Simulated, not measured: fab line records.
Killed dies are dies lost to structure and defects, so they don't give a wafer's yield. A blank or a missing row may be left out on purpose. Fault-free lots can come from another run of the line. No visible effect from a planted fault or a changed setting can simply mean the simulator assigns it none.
Matching of chambers	flow n5 finfet	N5_BEOL_M0_SAQP_ETCH_84 on rie diel-06: 4 sister chambers
The step etches SOC in N2/H2, target depth 100 nm, overetch 20 nm, time 150 s. 8 wafers are shown with their chamber, then 12 later ones without.

WAFERS PAIRED WITH THEIR CHAMBERS
wafer	chamber	showerhead plenum p Torr (Torr)	drypump motor current A (A)
L088.5	2	2.50	5.6
L088.6	3	2.60	6.0
L090.3	1	2.66	5.6
L090.4	0	2.56	5.8
L090.6	3	2.60	6.1
L091.3	2	2.50	5.5
L091.4	0	2.56	5.8
L091.5	1	2.65	5.5

WAFERS MISSING THEIR CHAMBER
wafer	showerhead plenum p Torr (Torr)	drypump motor current A (A)
L092.1	2.50	5.5
L092.2	2.65	5.6
L092.3	2.59	6.1
L092.4	2.59	6.1
L092.5	2.65	5.5
L092.6	2.49	5.5
L095.1	2.59	6.0
L095.2	2.65	5.5
L095.6	2.59	6.1
L096.1	2.65	5.5
L096.2	2.59	6.0
L096.5	2.59	6.0

THE CHAMBER EACH PASSED THROUGH
wafer	from the rows above	in truth
L092.1	2	2
L092.2	1	1
L092.3	3	3
L092.4	3	3
L092.5	1	1
L092.6	2	2
L095.1	3	3
L095.2	1	1
L095.6	3	3
L096.1	1	1
L096.2	3	3
L096.5	3	3
12 of 12 placed correctly. Can't be placed from these rows: 0. Placed wrongly: 0.
How it was worked out, from the rows above alone: a wafer's distance from a chamber is the root of the sum, over the readings, of the square of ((its reading less the chamber's mean) divided by the reading's scatter). The wafer belongs to the nearest chamber; if the next one is less than 2 further off, it can't be placed. Each chamber's mean is taken over the wafers shown for it. The scatter is the square root of a quotient: the sum, over the shown wafers, of each reading's squared deviation from its chamber's mean, divided by wafers minus chambers.
